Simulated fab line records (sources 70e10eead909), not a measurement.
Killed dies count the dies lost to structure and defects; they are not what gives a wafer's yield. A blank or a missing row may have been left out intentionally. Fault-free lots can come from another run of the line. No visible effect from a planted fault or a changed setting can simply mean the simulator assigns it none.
Matching of chambers    flow nand_harc    NHARC_A_CONTACT_ETCH_106 on rie_diel-02: 4 sister chambers
The step etches the open film in CF4/O2, target depth 60 nm, overetch 6 nm, time 33 s. 4 wafers are shown with their chamber, then 10 later ones without.

WAFERS PAIRED WITH THEIR CHAMBERS
wafer   chamber  showerhead_plenum_p_Torr (Torr)
L083.2  0        1.41
L090.3  2        1.24
L094.1  3        1.39
L094.3  1        1.36

WAFERS WITH NO CHAMBER GIVEN
wafer   showerhead_plenum_p_Torr (Torr)
L094.5  1.39
L092.1  1.40
L092.2  1.39
L092.6  1.36
L097.2  1.38
L097.3  1.36
L097.6  1.24
L096.1  1.39
L096.3  1.40
L096.4  1.36

CHAMBER TAKEN BY EACH
wafer   from the rows above      in truth
L094.5  3                        3
L092.1  can't be placed: 0 or 3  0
L092.2  3                        3
L092.6  1                        1
L097.2  can't be placed: 3 or 1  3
L097.3  1                        1
L097.6  2                        2
L096.1  3                        3
L096.3  can't be placed: 0 or 3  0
L096.4  1                        1
Placed correctly: 7 of 10. These rows do not allow placing 3 (true chamber among the candidates in 3). 0 placed wrongly.
How it was worked out, from the rows above alone: a wafer's distance from a chamber is the root of the sum, over the readings, of the square of ((its reading less the chamber's mean) divided by the reading's scatter). The wafer belongs to the nearest chamber; if the next one is less than 2 further off, it can't be placed. For every chamber, the mean is computed from those of its wafers that are shown. The scatter: root of mean squared gap, hidden wafer to nearest shown wafer, with one shown wafer a chamber.
